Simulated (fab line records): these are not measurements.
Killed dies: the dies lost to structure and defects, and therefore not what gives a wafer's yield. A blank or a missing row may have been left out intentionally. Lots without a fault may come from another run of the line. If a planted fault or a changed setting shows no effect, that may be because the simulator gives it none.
Which of the tools did it? | flow nandHarc | 39 wafers from 13 lots sampled at 5 of the route's 1159 steps

WHAT THE GAUGES SHOWED, per wafer
NHARC_THIN_TSV_THK_MEAS_02: measures by ir. Usual: 2992 nm for thkNm, sd 180.
lot  | measured     | on           | thkNm (nm)     | flag
L795 | day 19 00:09 | filmMetro-01 | 2762 3302 2850 | 
L797 | day 19 14:07 | filmMetro-01 | 3185 2917 2926 | 
L799 | day 19 15:18 | filmMetro-02 | 2809 2857 2962 | 
L798 | day 19 21:35 | filmMetro-02 | 2598 2816 2881 | 
L801 | day 20 04:17 | filmMetro-02 | 2880 2648 2882 | 
L802 | day 20 05:29 | filmMetro-02 | 3124 3082 3053 | 
L800 | day 20 06:41 | filmMetro-01 | 2886 3039 3063 | 
L804 | day 21 00:43 | filmMetro-01 | 2812 3250 2737 | 
L803 | day 21 01:56 | filmMetro-02 | 2852 3175 2775 | 
L805 | day 21 03:07 | filmMetro-01 | 2862 3070 3063 | 
L807 | day 21 11:26 | filmMetro-02 | 2882 2997 3040 | 
L815 | day 23 16:00 | filmMetro-01 | 2910 2796 2881 | 
L817 | day 23 20:10 | filmMetro-01 | 2883 2957 3317 | 

NHARC_END_SORT_01. Usual: killedAtArray 27, standard deviation 11; killedAtOther 0.8, standard deviation 1.4; killedAtPeriphery 3.3, standard deviation 2; killedDies 31, standard deviation 11; killedOpen 3.4, standard deviation 1.8; killedShort 2.1, standard deviation 1.3.
lot  | measured     | on        | killedAtArray | killedAtOther | killedAtPeriphery | killedDies  | killedOpen | killedShort | flag
L805 | day 22 00:38 | prober-02 | 114 103 100   | 0 0 0         | 4 5 4             | 118 108 104 | 3 4 4      | 3 1 0       | OFF
L807 | day 22 09:11 | prober-02 | 133 124 120   | 0 0 0         | 1 4 1             | 134 128 121 | 3 3 2      | 2 2 2       | OFF

WHICH TOOL RAN EACH LOT (tool, then ch and the chambers of the sampled wafers, then the start)
lot  | NHARC_A_CONTACT_ETCH_98           | NHARC_THIN_TSV_PVD_51                  | NHARC_THIN_TSV_ANNEAL_52
L795 | rieDiel-03 ch 0,1,2, day 17 01:56 | pvdSputter-01, day 19 05:08 or earlier | rtpAnneal-01 ch 0, day 19 05:08
L797 | rieDiel-12 ch 0,1,3, day 17 22:22 | pvdSputter-03, day 19 19:42 or earlier | rtpAnneal-01 ch 0, day 19 19:42
L799 | rieDiel-03 ch 0,2,3, day 18 02:53 | pvdSputter-01, day 19 20:39 or earlier | rtpAnneal-01 ch 0, day 19 20:39
L798 | rieDiel-03 ch 0,2,3, day 18 08:08 | pvdSputter-01, day 20 03:07 or earlier | rtpAnneal-01 ch 0, day 20 03:07
L801 | rieDiel-08 ch 0,2,3, day 18 18:11 | pvdSputter-01, day 20 09:43 or earlier | rtpAnneal-02 ch 0, day 20 09:43
L802 | rieDiel-08 ch 1,2,3, day 18 20:41 | pvdSputter-02, day 20 10:58 or earlier | rtpAnneal-02 ch 0, day 20 10:58
L800 | rieDiel-12 ch 0,1, day 18 23:37   | pvdSputter-02, day 20 12:40 or earlier | rtpAnneal-02 ch 0, day 20 12:40
L804 | rieDiel-08 ch 0,2,3, day 19 08:25 | pvdSputter-01, day 21 06:10 or earlier | rtpAnneal-01 ch 0, day 21 06:10
L803 | rieDiel-12 ch 0,1, day 19 08:49   | pvdSputter-01, day 21 07:20 or earlier | rtpAnneal-02 ch 0, day 21 07:20
L805 | rieDiel-08 ch 0,2, day 19 13:46   | pvdSputter-02, day 21 08:23 or earlier | rtpAnneal-02 ch 0, day 21 08:23
L807 | rieDiel-08 ch 0,1,2, day 20 04:24 | pvdSputter-03, day 21 16:29 or earlier | rtpAnneal-02 ch 0, day 21 16:29
L815 | rieDiel-03 ch 0,1,2, day 22 02:13 | pvdSputter-03, day 23 21:20 or earlier | rtpAnneal-01 ch 0, day 23 21:20
L817 | rieDiel-03 ch 0,1,2, day 22 05:46 | pvdSputter-02, day 24 01:22 or earlier | rtpAnneal-02 ch 0, day 24 01:22
- NHARC_A_CONTACT_ETCH_98: etches the open film in C4F6/O2, target depth 20 nm, time 10 s.
- NHARC_THIN_TSV_PVD_51: deposits Cu, target thk 100 nm.
- NHARC_THIN_TSV_ANNEAL_52: time 90 s.

AS READ BY THE TOOLS THEMSELVES (means over the sampled wafers that have a number; for cases with no such wafer, the mark the record gives instead)
NHARC_A_CONTACT_ETCH_98. Usual: drypumpMotorCurrentA 5.8 A, standard deviation 0.44; oesProductAu 0.968 a.u., standard deviation 0.025; rfVppV 546 V, standard deviation 3.3; showerheadPlenumPTorr 3.87 Torr, standard deviation 0.15; throttleValvePct 26.904 %, standard deviation 0.0093.
lot  | tool       | drypumpMotorCurrentA (A) | oesProductAu (a.u.) | rfVppV (V) | showerheadPlenumPTorr (Torr) | throttleValvePct (%) | flag
L795 | rieDiel-03 | 6.0                      | 0.937               | 546        | 3.89                         | 26.912               | 
L797 | rieDiel-12 | 6.0                      | 0.976               | 547        | 3.94                         | 26.898               | 
L799 | rieDiel-03 | 6.3                      | 0.942               | 545        | 3.82                         | 26.905               | 
L798 | rieDiel-03 | 6.3                      | 0.958               | 545        | 3.82                         | 26.902               | 
L801 | rieDiel-08 | 5.5                      | 0.962               | 543        | 3.80                         | 26.901               | 
L802 | rieDiel-08 | 5.5                      | 1.015               | 543        | 3.75                         | 26.911               | 
L800 | rieDiel-12 | 6.1                      | 1.012               | 546        | 3.93                         | 26.903               | 
L804 | rieDiel-08 | 5.5                      | 1.000               | 544        | 3.79                         | 26.896               | 
L803 | rieDiel-12 | 6.0                      | 0.966               | 548        | 3.99                         | 26.903               | 
L805 | rieDiel-08 | 5.8                      | 0.967               | 544        | 3.78                         | 26.906               | 
L807 | rieDiel-08 | 5.8                      | 0.966               | 545        | 3.85                         | 26.911               | 
L815 | rieDiel-03 | 6.0                      | 0.951               | 546        | 3.88                         | 26.909               | 
L817 | rieDiel-03 | 6.0                      | 0.950               | 547        | 3.88                         | 26.908               | 

NHARC_THIN_TSV_PVD_51. Usual: 30.0 % for throttleValvePct, sd 0.75.
lot  | tool          | throttleValvePct (%) | flag
L795 | pvdSputter-01 | 29.4                 | 
L797 | pvdSputter-03 | 29.6                 | 
L799 | pvdSputter-01 | 29.6                 | 
L798 | pvdSputter-01 | 29.8                 | 
L801 | pvdSputter-01 | 29.6                 | 
L802 | pvdSputter-02 | 29.8                 | 
L800 | pvdSputter-02 | 29.7                 | 
L804 | pvdSputter-01 | 29.5                 | 
L803 | pvdSputter-01 | 29.4                 | 
L805 | pvdSputter-02 | 29.4                 | 
L807 | pvdSputter-03 | 30.5                 | 
L815 | pvdSputter-03 | 30.3                 | 
L817 | pvdSputter-02 | 29.9                 | 

NHARC_THIN_TSV_ANNEAL_52. Usual: annealTempCMax 226.22, standard deviation 0.24; wafer_temp_C_max 226.4, standard deviation 0.36.
lot  | tool         | annealTempCMax | wafer_temp_C_max | flag
L795 | rtpAnneal-01 | 226.32         | 226.8            | 
L797 | rtpAnneal-01 | 226.19         | 226.5            | 
L799 | rtpAnneal-01 | 226.23         | 226.9            | 
L798 | rtpAnneal-01 | 226.50         | 226.1            | 
L801 | rtpAnneal-02 | 226.15         | 226.3            | 
L802 | rtpAnneal-02 | 226.03         | 226.6            | 
L800 | rtpAnneal-02 | 225.93         | 226.5            | 
L804 | rtpAnneal-01 | 226.25         | 226.4            | 
L803 | rtpAnneal-02 | 226.15         | 226.1            | 
L805 | rtpAnneal-02 | 226.14         | 226.0            | 
L807 | rtpAnneal-02 | 226.18         | 226.3            | 
L815 | rtpAnneal-01 | 226.36         | 226.7            | 
L817 | rtpAnneal-02 | 226.44         | 226.6            | 

THE ANSWER, worked out from the rows above alone
Rule: lot off if the mean of its wafers having a number is beyond 3 standard deviations from the usual mean. Also off: a lot with no number at a reading for which 4 or more lots have one. Any other lot the step has rows for is counted as sound. After the gauges, taken in route order, come the tools' own readings; for these a lot's mean is taken, as printed above. The first step at which some lot is off is used, and at that step the reading that is off furthest; a lot without a number counts as furthest.
Off: L805, L807 (NHARC_END_SORT_01, killedAtArray). Neither off nor sound, because the step has no rows for them: L795, L797, L799, L798, L801, L802, L800, L804, L803, L815, L817.
If a tool, at a process step before that reading, ran all the lots that are off and no sound lot after the first of them, it fits. Gauges at NHARC_END_SORT_01: tried the same way as those tools. Because NHARC_THIN_TSV_PVD_51 lacks a start for some lots, the hours and order of its lots are taken from NHARC_THIN_TSV_ANNEAL_52. Can't be told from this: 3 tools fit, rieDiel-08 at NHARC_A_CONTACT_ETCH_98, rtpAnneal-02 at NHARC_THIN_TSV_ANNEAL_52, prober-02 at NHARC_END_SORT_01.

WHAT THE SIMULATOR PUT IN
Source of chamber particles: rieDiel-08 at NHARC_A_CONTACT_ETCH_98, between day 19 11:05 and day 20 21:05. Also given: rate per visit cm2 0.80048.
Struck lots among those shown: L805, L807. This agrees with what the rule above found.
